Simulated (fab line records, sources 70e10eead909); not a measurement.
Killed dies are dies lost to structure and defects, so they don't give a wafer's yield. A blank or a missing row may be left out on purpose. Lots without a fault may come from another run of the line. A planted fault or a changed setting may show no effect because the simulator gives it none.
A struck lot beside a sound one | flow nand_harc | 14 steps out of a route of 1159
Sound: wafers L766.2, L766.4, L766.5. Struck: wafers L771.1, L771.3, L771.6. The cause comes at the end.
At each step with rows: each side's tool, then ch and its chambers, then its first start. Under that, the readings that differ: sound wafers | struck wafers | difference of the means | sigmas: that difference in standard deviations of wafers without a fault.
alike: readings whose means differ by less than 2 such deviations, and words and numbers that are the same on both sides. not compared: withheld readings, readings that some wafer has no value for, bounds like >300 that may hide the same value, and numbers for which the record gives no deviation and whose values overlap.
The two part at a step that has a row with sigmas, a row that says differs or no value, or rows on one side only. Numbers that don't overlap but have no deviation are shown without sigmas and don't part them. A reading that every wafer of one side lacks parts them only if that side has two wafers or more.

first, 1 step without rows for these wafers: NHARC_P_M0_DEVELOP_08 (develop time 35 s).
NHARC_P_M0_CD_MEAS_09: target cd 90 nm.
  sound on cd_sem-01 ch 0, day 6 07:53; struck on cd_sem-01 ch 0, day 7 06:03
  alike: cd_nm
NHARC_P_M0_OVL_MEAS_10: pitch 180 nm.
  sound on overlay-02, day 6 07:58; struck on overlay-01, day 7 06:09
  alike: overlay_x_nm, overlay_y_nm
NHARC_P_M0_INSPECT_11:
  sound on defect_inspect-01, day 6 08:01; struck on defect_inspect-02, day 7 06:11
  alike: raw_defect_count
NHARC_P_M0_DESCUM_14: chemistry O2, time 3 s.
  sound on rie_diel-06 ch 0,1,3, day 6 08:04; struck on rie_diel-06 ch 2,3, day 7 06:16
  alike: drypump_motor_current_A, oes_product_au, rf_vpp_V, showerhead_plenum_p_Torr, throttle_valve_pct
  not compared: rf_hours_counter_h
then, 1 step without rows for these wafers: NHARC_P_M0_ETCH_34 (etches the open film in N2/H2, target depth 40 nm, overetch 12 nm, time 43.94 s).
NHARC_P_M0_ETCH_15: etches the open film in C4F8/Ar, target depth 150 nm, overetch 15 nm, time 82.5 s.
  sound on rie_diel-06 ch 0,1; struck on rie_diel-06 ch 1,3
  alike: oes_product_au, rf_vpp_V
  not compared: rf_hours_counter_h
NHARC_P_M0_CD_MEAS_16:
  sound on cd_sem-01, day 6 08:22; struck on cd_sem-03, day 7 06:34
  alike: cd_nm
NHARC_P_M0_STRIP_18: strips in N2/H2.
  sound on rie_diel-07 ch 1,3, day 6 08:28; struck on rie_diel-07 ch 0,2,3, day 7 06:41
  alike: drypump_motor_current_A, oes_product_au, rf_vpp_V, showerhead_plenum_p_Torr, throttle_valve_pct
  not compared: rf_hours_counter_h
then, 2 steps without rows for these wafers: NHARC_P_M0_STRIP_19 (strips in post etch residue remover, time 600 s); NHARC_P_M0_DEGAS_28 (time 60 s).
NHARC_P_M0_PRE_CLEAN_29: time 30 s.
  sound on pvd_sputter-02; struck on pvd_sputter-01
  alike: heater_power_w
NHARC_P_M0_PVD_20: deposits TaN, target thk 5 nm, time 8.06 s.
  sound on pvd_sputter-02, day 6 09:06; struck on pvd_sputter-01, day 7 07:24
  no value came back on the struck wafers for bias_v (V), cathode_dc_power_W (W), throttle_valve_pct (%); on the sound wafers bias_v (V) reads 164.2 169.2 169.1
NHARC_P_M0_PVD_21: deposits Cu, target thk 30 nm, time 20.49 s.
  sound on pvd_sputter-02; struck on pvd_sputter-01
  reading                | sound          | struck         | difference | sigmas
  throttle_valve_pct (%) | 27.5 29.0 27.4 | 32.0 31.0 30.7 | +3.3       | +3
  alike: cathode_dc_power_W, chamber_pressure_pa

WHERE THEY PART
First at NHARC_P_M0_PVD_20; last, within this record, at NHARC_P_M0_PVD_21.

WHY: what the simulator had put in
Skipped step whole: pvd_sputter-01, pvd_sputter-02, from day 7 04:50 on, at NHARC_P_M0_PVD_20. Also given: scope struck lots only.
